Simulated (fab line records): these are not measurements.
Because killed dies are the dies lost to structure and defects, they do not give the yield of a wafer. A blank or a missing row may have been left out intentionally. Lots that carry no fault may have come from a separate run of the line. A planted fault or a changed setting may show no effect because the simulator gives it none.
2 desks, one fault	flow n5-finfet	numbers are kept per desk, each desk with only its own; the story behind them comes last

== AT THE TOOL OWNER'S DESK: pvd-sputter-02 ==
The tool's own readings at N5_BEOL_M15_SPUTTER_43 (material TaN, target thk 15 nm, time 24.19 s): means of the sampled wafers that have a number, for each lot that ran on this tool. If a lot's mean is further than 4 standard deviations from the usual mean, the lot is out of limits and carries the mark OUT (the distance appears in the brackets).
Columns: A = substrate-temp-c at N5_BEOL_M15_SPUTTER_43, usual 49.99 C; B = throttle-valve-pct at N5_BEOL_M15_SPUTTER_43, usual 30.6 %
lot	first seen here	A	B
L173	day 11 07:26	50.00	29.8
L172	day 11 21:47	49.85	30.7
L177	day 13 09:58	49.98	30.5
L181	day 14 03:02	49.90	30.8
L191	day 16 23:47	50.02	30.7
L192	day 17 05:54	50.00	30.1
This desk found nothing out of limits on any of the 6 lots.

== THE DEFECT DESK ==
Lot by lot, what the route's inspections counted, given as the mean of those sampled wafers with a number. If a lot's mean is further than 4 standard deviations from the usual mean, the lot is out of limits and carries the mark OUT (the distance appears in the brackets).
Columns: A = raw-defect-count at N5_BEOL_M15_INSPECT_30, usual 1.9
lot	first seen here	A
L171	day 11 02:08	2.3
L173	day 11 04:46	1.7
L172	day 11 20:10	1.0
L174	day 12 06:26	2.3
L177	day 13 09:10	2.3
L181	day 14 02:08	1.0
L182	day 14 22:17	1.7
L191	day 16 21:38	1.7
L192	day 17 03:19	3.0
L193	day 17 07:53	2.0
This desk found nothing out of limits on any of the 10 lots.

== PUT TOGETHER ==
The desk of the tool owner found nothing out of limits.
The defect desk saw nothing out of limits.

== WHAT WAS PUT IN BY THE SIMULATOR ==
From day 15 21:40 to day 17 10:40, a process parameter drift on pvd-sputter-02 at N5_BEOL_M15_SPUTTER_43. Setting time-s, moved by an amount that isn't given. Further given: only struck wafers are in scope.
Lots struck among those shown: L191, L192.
